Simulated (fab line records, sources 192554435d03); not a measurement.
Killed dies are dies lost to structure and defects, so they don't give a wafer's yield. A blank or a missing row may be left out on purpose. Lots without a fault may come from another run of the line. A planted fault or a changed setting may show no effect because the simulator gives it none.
fab line records | flow n5_finfet | part 1 of 2: steps 1 to 5 of 6
record lots=9 wafers=27 last_day=17
route steps=1938 shown HKMG_FIN@401 BEOL_M4@1111 PASSIVATION@1936
lots that met no fault: from a run of the same line without faults
start_h: hours from the record's first day to the start of the lot's first wafer shown | wait_h: hours since the lot's step before | " the same as in the row above | L1.1+2: a row that stands for several wafers | - no value, or no start given | * or withheld: withheld | < > ~ a bound
route shown NAME@n: a module of which the file shows steps, and the number in the route of the first | usual: mean/standard deviation of fault-free wafers | same: alike in all rows | chamber/n: place in a boat | sites: the reading at each site | _std_site: their standard deviation | _edge_site: outer sites' mean less inner sites' | radius_mm: how far each site lies from the wafer's centre | mask NAME#n: copy n | behind: the tool/chamber that last shaped the wafer | hold: why the lot was held/for how many hours/how that ended | device: the transistor (n, p or np) that didn't switch | end of line: the same wafers' tests at the end of the route | a step without rows: its recipe alone | killed: dies lost to structure and defects at the first sort, not the wafer's yield | map: a wafer's dies, x killed, . not, _ none there
set.NAME: the setting as run; set.NAME@STEP: as run at that earlier step | model.NAME: the simulator's own value behind a step, which no gauge read
steps of the route over a sample of lots; a table a step, a row a wafer
services: from which hour (start_h, from the record's first day; less than 0 if before it) a tool's chamber was out of use, for how many hours, and why
## steps
# step N5_HKMG_FIN_DESCUM_53
# recipe chemistry=O2 time_s=7.9 source_power_w=50 bias_power_w=20 pressure_mtorr=20 rf_frequency_hz=2.712e+07 temp_c=40 resist=CAR-ArF o2_flow_sccm=225
# usual bias_power_w=20.00/0.067 drypump_motor_current_A=5.6/0.55 oes_product_au=0.80/0.083 rf_vpp_V=243.5/1.4 showerhead_plenum_p_Torr=2.12/0.081 throttle_valve_pct=20.46/0.24
# columns lot.wafer tool chamber start_h wait_h bias_power_w drypump_motor_current_A oes_product_au rf_hours_counter_h rf_vpp_V showerhead_plenum_p_Torr throttle_valve_pct
L408.2 rie_diel-01 3 89.29 0.0 19.99 6.5 0.91 18 244.9 2.24 20.12
L408.5 " 0 " " 19.98 5.6 0.74 - 243.2 2.08 20.60
L408.6 " 3 " " 19.99 6.5 0.90 - 246.3 2.23 20.13
L409.1 rie_diel-01 0 94.55 0.1 19.98 5.6 0.75 182 244.9 2.08 20.61
L409.2 " 3 " " 20.06 6.5 0.90 19 245.6 2.23 20.13
L409.4 " 2 " " 20.03 5.1 0.81 82 244.1 2.20 20.65
L410.1 rie_diel-01 0 99.55 0.0 19.94 5.6 0.74 185 243.3 2.08 20.60
L410.2 " 2 " " 19.84 5.1 0.82 84 244.3 2.20 20.66
L410.5 " 3 " " 19.90 6.5 0.91 - 245.7 2.23 20.14
L411.2 rie_diel-06 3 108.03 0.0 20.00 4.9 0.85 53 240.8 2.05 20.15
L411.3 " 0 " " 19.96 5.1 0.75 168 244.7 2.16 20.60
L411.4 " 2 " " 19.90 5.2 0.83 85 242.1 2.04 20.55
L413.1 rie_diel-06 1 121.12 0.2 19.89 5.4 0.82 83 244.2 2.14 20.52
L413.3 " 0 " " 20.03 5.1 0.74 173 243.0 2.16 20.61
L413.6 " 3 " " 20.03 4.9 0.84 - 243.7 2.04 20.16
L424.4 rie_diel-01 0 186.20 0.0 20.10 5.6 0.72 214 244.3 2.07 20.65
L424.5 " 3 " " 20.03 6.5 0.84 - 246.4 2.22 20.17
L424.6 " 2 " " 19.99 5.2 0.77 - 244.3 2.19 20.72
L426.1 rie_diel-01 0 198.63 0.9 19.98 5.6 0.72 218 243.6 2.07 20.64
L426.4 " 2 " " 20.02 5.2 0.77 119 245.8 2.19 20.72
L426.5 " 0 " " 20.00 5.6 0.72 - 242.7 2.07 20.64
L427.1 rie_diel-01 1 205.11 0.0 20.09 5.7 0.93 16 242.3 2.05 20.27
L427.2 " 0 " " 20.07 5.6 0.72 220 242.0 2.07 20.67
L427.6 " 3 " " 20.01 6.5 0.84 - 244.4 2.22 20.20
L428.1 rie_diel-03 1 211.34 0.0 20.06 4.8 0.79 111 241.7 2.03 20.11
L428.3 " 2 " " 19.92 5.7 0.70 222 241.4 1.98 20.61
L428.5 " 0 " " 20.06 6.3 0.69 - 243.1 2.16 20.72
# step N5_HKMG_FIN_PWFM_ALD_03
# recipe material=TiN target_thk_a=20 temp_c=400 ald_precursor_family=TiCl4 ald_co_reactant=NH3 pulse_time_s=1 purge_time_s=3 co_reactant_purge_time_s=2 co_reactant_pulse_time_s=2 ald_cycles=91 pressure_torr=3
# usual ald_cycles=91/0 heater_power_w=885/110 precursor_pulse_height_rel=1.001/0.022
# same purge_time_s=3
# columns lot.wafer tool chamber start_h wait_h ald_cycles heater_power_w precursor_pulse_height_rel
L408.2 ald_metal-01 3 91.73 0.0 91 812 1.015
L408.5 " 2 " " 91 1022 1.015
L408.6 " 1 " " 91 917 1.004
L409.1 ald_metal-01 3 97.00 0.0 91 807 0.980
L409.2 " 0 " " 91 875 0.989
L409.4 " 2 " " 91 995 1.028
L410.1 ald_metal-01 1 102.00 0.0 58 913 1.017
L410.2 " 3 " " 58 798 1.029
L410.5 " 0 " " 91 907 1.044
L411.2 ald_metal-01 0 110.73 0.0 58 888 0.960
L411.3 " 1 " " 91 919 0.985
L411.4 " 3 " " 91 841 0.969
L413.1 ald_metal-01 1 123.56 0.0 58 927 0.984
L413.3 " 0 " " 91 892 1.007
L413.6 " 0 " " 91 923 1.015
L424.4 ald_metal-01 1 188.66 0.0 91 914 1.004
L424.5 " 1 " " 91 913 1.011
L424.6 " 2 " " 91 992 1.023
L426.1 ald_metal-02 0 201.08 0.0 91 772 0.973
L426.4 " 3 " " 91 759 0.990
L426.5 " 0 " " 91 754 0.987
L427.1 ald_metal-04 1 207.56 0.0 91 914 1.005
L427.2 " 0 " " 91 823 1.011
L427.6 " 1 " " 91 886 1.010
L428.1 ald_metal-04 3 213.81 0.0 91 1074 0.988
L428.3 " 1 " " 91 905 1.002
L428.5 " 3 " " 91 1110 0.973
# step N5_HKMG_FIN_OVL_MEAS_13
# recipe points_per_wafer=44
# usual NWFM_OVL=0.5/0.68
# columns lot.wafer tool chamber start_h wait_h NWFM_OVL[nm]
L408.2 overlay-02 0 92.60 0.0 1.0
L408.5 " 0 " " 0.1
L408.6 " 0 " " 0.1
L409.1 overlay-02 0 97.74 0.0 1.1
L409.2 " 0 " " 1.4
L409.4 " 0 " " 1.5
L410.1 overlay-01 0 102.74 0.0 1.3
L410.2 " 0 " " 2.0
L410.5 " 0 " " 1.8
L411.2 overlay-02 0 111.60 0.0 0.2
L411.3 " 0 " " 1.0
L411.4 " 0 " " 0.6
L413.1 overlay-01 0 124.43 0.0 1.0
L413.3 " 0 " " 1.4
L413.6 " 0 " " 1.2
L424.4 overlay-02 0 189.41 0.0 0.1
L424.5 " 0 " " 0.5
L424.6 " 0 " " 0.1
L426.1 overlay-02 0 201.96 0.0 1.3
L426.4 " 0 " " 1.1
L426.5 " 0 " " -0.2
L427.1 overlay-02 0 208.42 0.0 1.2
L427.2 " 0 " " 0.7
L427.6 " 0 " " 0.5
L428.1 overlay-01 0 214.68 0.0 -1.1
L428.3 " 0 " " -0.1
L428.5 " 0 " " 0.2
# step N5_HKMG_FIN_DESCUM_17
# recipe chemistry=O2 time_s=7.9 source_power_w=50 bias_power_w=20 pressure_mtorr=20 rf_frequency_hz=2.712e+07 temp_c=40 resist=CAR-ArF o2_flow_sccm=225
# usual bias_power_w=20.00/0.057 drypump_motor_current_A=5.4/0.5 oes_product_au=0.79/0.065 rf_vpp_V=243.2/1.4 showerhead_plenum_p_Torr=2.10/0.07 throttle_valve_pct=20.47/0.22
# columns lot.wafer tool chamber start_h wait_h bias_power_w drypump_motor_current_A oes_product_au rf_hours_counter_h rf_vpp_V showerhead_plenum_p_Torr throttle_valve_pct
L408.2 rie_diel-03 0 92.66 0.0 20.05 6.3 0.71 193 245.7 2.18 20.66
L408.5 " 3 " " 19.93 5.8 0.69 - 245.1 2.16 20.78
L408.6 " 0 " " 20.14 6.3 0.72 - 242.9 2.18 20.67
L409.1 rie_diel-06 2 98.59 0.8 19.97 5.3 0.83 82 242.2 2.04 20.56
L409.2 " 3 " " 19.95 4.9 0.86 50 243.5 2.05 20.14
L409.4 " 1 " " 20.03 5.4 0.83 75 244.5 2.14 20.50
L410.1 rie_diel-06 0 102.80 0.0 20.10 5.1 0.74 167 244.0 2.16 20.59
L410.2 " 2 " " 19.95 5.2 0.82 84 242.3 2.04 20.57
L410.5 " 1 " " 19.93 5.4 0.83 - 242.5 2.14 20.52
L411.2 rie_diel-03 2 112.31 0.7 20.03 5.8 0.73 184 241.1 1.99 20.58
L411.3 " 1 " " 19.91 4.8 0.83 74 242.0 2.04 20.07
L411.4 " 0 " " 20.00 6.3 0.72 199 244.6 2.17 20.69
L413.1 rie_diel-06 2 124.49 0.0 19.98 5.2 0.82 92 242.5 2.04 20.57
L413.3 " 3 " " 19.94 4.9 0.84 60 242.5 2.04 20.16
L413.6 " 0 " " 19.95 5.0 0.74 - 244.4 2.16 20.60
L424.4 rie_diel-06 3 189.49 0.0 20.08 4.9 0.81 - 243.1 2.04 20.17
L424.5 " 1 " " 20.07 5.4 0.79 - 243.4 2.13 20.55
L424.6 " 2 " " 20.00 5.2 0.80 - 241.4 2.03 20.59
L426.1 rie_diel-01 0 202.02 0.0 20.01 5.6 0.72 220 242.7 2.07 20.67
L426.4 " 3 " " 20.07 6.5 0.84 59 245.2 2.22 20.20
L426.5 " 3 " " 20.03 6.5 0.85 - 245.1 2.22 20.19
L427.1 rie_diel-06 3 208.69 0.2 20.06 4.9 0.81 90 241.4 2.03 20.19
L427.2 " 0 " " 20.05 5.0 0.73 196 243.8 2.15 20.63
L427.6 " 0 " " 20.03 5.0 0.73 - 243.5 2.15 20.64
L428.1 rie_diel-06 3 214.74 0.0 19.92 4.9 0.80 91 241.8 2.03 20.20
L428.3 " 2 " " 20.00 5.2 0.79 123 241.5 2.03 20.63
L428.5 " 0 " " 20.03 5.1 0.73 - 242.7 2.15 20.65
# step N5_BEOL_M4_RC_MEAS_101
# usual DIBL_N=36.3/1.7 DIBL_P=36.5/1.8 IOFF_N=0.16/0.033 IOFF_P=0.21/0.037 IOFF_P_85C=3.7/0.52 IOFF_P_LIN=0.101/0.014 IOFF_P_LONG=0.000107/1e-05 ION_N=675/11 ION_P=462/7.9 SS_N=71.6/0.64 SS_P=73.3/0.68 VT_N=249/3.3 VT_P=-250/3.3 VT_P_LONG=-276/3.1 VT_P_LVT=-98.3/2.7
# columns lot.wafer tool chamber start_h wait_h DIBL_N[mV/V] DIBL_P[mV/V] IOFF_N[nA/um] IOFF_P[nA/um] IOFF_P_85C[nA/um] IOFF_P_LIN[nA/um] IOFF_P_LONG[nA/um] ION_N[uA/um] ION_P[uA/um] SS_N[mV/dec] SS_P[mV/dec] VT_N[mV] VT_P[mV] VT_P_LONG[mV] VT_P_LVT[mV]
L408.2 prober-01 0 181.49 0.2 35.7 36.1 0.15 0.18 3.2 0.088 9.9e-05 682 467 71.0 73.3 251 -251 -278 -99.7
L408.5 " 0 " " 33.6 33.4 0.11 0.14 2.6 0.074 9.4e-05 681 462 71.0 72.8 255 -257 -278 -104.1
L408.6 " 0 " " 36.1 36.5 0.14 0.18 3.2 0.089 9.8e-05 677 463 71.5 73.3 253 -253 -277 -99.8
L409.1 prober-01 0 182.71 0.0 36.4 35.8 0.15 0.22 3.8 0.106 0.00011 672 463 72.0 72.9 249 -248 -274 -97.4
L409.2 " 0 " " 38.2 38.6 0.19 0.26 4.3 0.119 0.000118 682 470 71.9 74.6 245 -246 -273 -96.4
L409.4 " 0 " " 37.6 37.2 0.16 0.24 4.1 0.114 0.000112 671 466 72.3 74.0 250 -245 -273 -96.9
L410.1 prober-02 0 182.85 0.0 37.3 37.5 0.18 0.08 1.6 0.035 6e-05 680 423 71.2 72.8 247 -280 -306 -129.3
L410.2 " 0 " " 33.8 33.5 0.12 0.06 1.2 0.028 5.5e-05 677 423 70.7 71.7 255 -283 -304 -133.2
L410.5 " 0 " " 35.5 36.1 0.15 0.21 3.7 0.100 0.000107 683 476 72.1 72.8 250 -250 -279 -98.9
L411.2 prober-01 0 202.29 0.2 37.3 38.4 0.18 0.08 1.6 0.036 5.6e-05 680 419 72.3 72.8 247 -282 -303 -127.8
L411.3 " 0 " " 36.6 36.7 0.17 0.22 3.7 0.101 0.000106 688 459 71.7 72.8 250 -253 -275 -99.1
L411.4 " 0 " " 37.0 37.8 0.17 0.24 4.0 0.108 0.000108 676 465 72.3 73.0 249 -248 -275 -97.9
L413.1 prober-02 0 207.58 0.0 37.4 38.4 0.18 0.08 1.6 0.036 5.7e-05 660 414 72.2 73.5 251 -278 -306 -129.7
L413.3 " 0 " " 35.1 34.8 0.14 0.18 3.2 0.090 0.000105 658 445 71.9 72.8 254 -251 -275 -102.4
L413.6 " 0 " " 32.3 33.3 0.11 0.16 2.9 0.083 0.000107 657 457 70.5 72.1 255 -254 -278 -103.1
L424.4 prober-01 0 267.91 0.5 37.3 36.6 0.16 0.23 4.1 0.112 0.000115 678 472 71.4 72.5 254 -245 -272 -96.5
L424.5 " 0 " " 36.3 35.8 0.15 0.22 3.9 0.109 0.000115 662 460 71.4 73.4 253 -248 -273 -98.3
L424.6 " 0 " " 37.3 36.4 0.17 0.23 4.0 0.111 0.00011 667 464 71.9 73.5 249 -247 -275 -97.1
L426.1 prober-02 0 291.64 0.0 40.0 40.9 0.28 0.27 4.6 0.118 0.000101 717 475 72.9 74.6 241 -250 -281 -95.5
L426.4 " 0 " " 38.2 38.7 0.23 0.24 4.0 0.105 0.0001 695 461 73.1 74.5 242 -249 -278 -96.4
L426.5 " 0 " " 37.6 37.9 0.21 0.22 3.7 0.099 0.000102 687 459 71.7 73.4 245 -251 -278 -97.0
L428.1 prober-01 0 298.10 0.0 33.2 33.6 0.12 0.16 2.8 0.079 9.6e-05 669 452 71.2 72.4 252 -256 -275 -101.1
L428.3 " 0 " " 36.3 37.7 0.18 0.21 3.6 0.099 0.0001 678 461 71.9 74.4 248 -250 -277 -97.8
L428.5 " 0 " " 36.8 38.6 0.19 0.22 3.8 0.101 9.9e-05 677 458 72.1 74.3 246 -253 -277 -97.0
L427.1 prober-02 0 298.18 0.0 36.2 35.1 0.14 0.17 3.0 0.082 9.7e-05 662 447 71.2 73.8 253 -251 -280 -100.4
L427.2 " 0 " " 37.3 36.3 0.16 0.18 3.3 0.088 9.5e-05 677 458 72.1 73.9 249 -254 -279 -99.0
L427.6 " 0 " " 37.5 37.0 0.16 0.20 3.6 0.094 9.6e-05 673 458 71.5 74.2 247 -253 -281 -98.5
## key
first_sign step=N5_HKMG_FIN_PWFM_ALD_03 reading=ald_cycles direction=down sigmas=99+ usual=* struck=*
effect step=N5_BEOL_M4_RC_MEAS_101 reading=VT_P_LVT direction=down sigmas=12 usual=-98.3 struck=-130.0
effect step=N5_BEOL_M4_RC_MEAS_101 reading=VT_P_LONG direction=down sigmas=9.5 usual=-276 struck=-305
effect step=N5_BEOL_M4_RC_MEAS_101 reading=VT_P direction=down sigmas=9.1 usual=-250 struck=-281
effect step=N5_BEOL_M4_RC_MEAS_101 reading=ION_P direction=down sigmas=5.4 usual=462 struck=420
effect step=N5_BEOL_M4_RC_MEAS_101 reading=IOFF_P_LONG direction=down sigmas=5 usual=0.000107 struck=5.7e-05
effect step=N5_BEOL_M4_RC_MEAS_101 reading=IOFF_P_LIN direction=down sigmas=4.9 usual=0.101 struck=0.034
effect step=N5_BEOL_M4_RC_MEAS_101 reading=IOFF_P_85C direction=down sigmas=4.3 usual=3.7 struck=1.5
effect step=N5_BEOL_M4_RC_MEAS_101 reading=IOFF_P direction=down sigmas=3.9 usual=0.21 struck=0.07
effect step=N5_PASSIVATION_PROBE_49 reading=sort_bin_8_speed direction=up sigmas=99+ usual=0.00 struck=80.70
met_at N5_HKMG_FIN_PWFM_ALD_03
struck_lots L410,L411,L413
struck_wafers L410.1,L410.2,L411.2,L413.1
not_acting_at N5_HKMG_FIN_DESCUM_53,N5_HKMG_FIN_OVL_MEAS_13,N5_HKMG_FIN_DESCUM_17
onset_between 97.00 102.00
fault kind=process_parameter_drift tool=ald_metal-01 chamber=- onset_h=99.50 steps=N5_HKMG_FIN_PWFM_ALD_03 channel=ald_cycles offset=* shape=step end_h=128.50 scope=struck_wafers_only acts_in=* stated=*
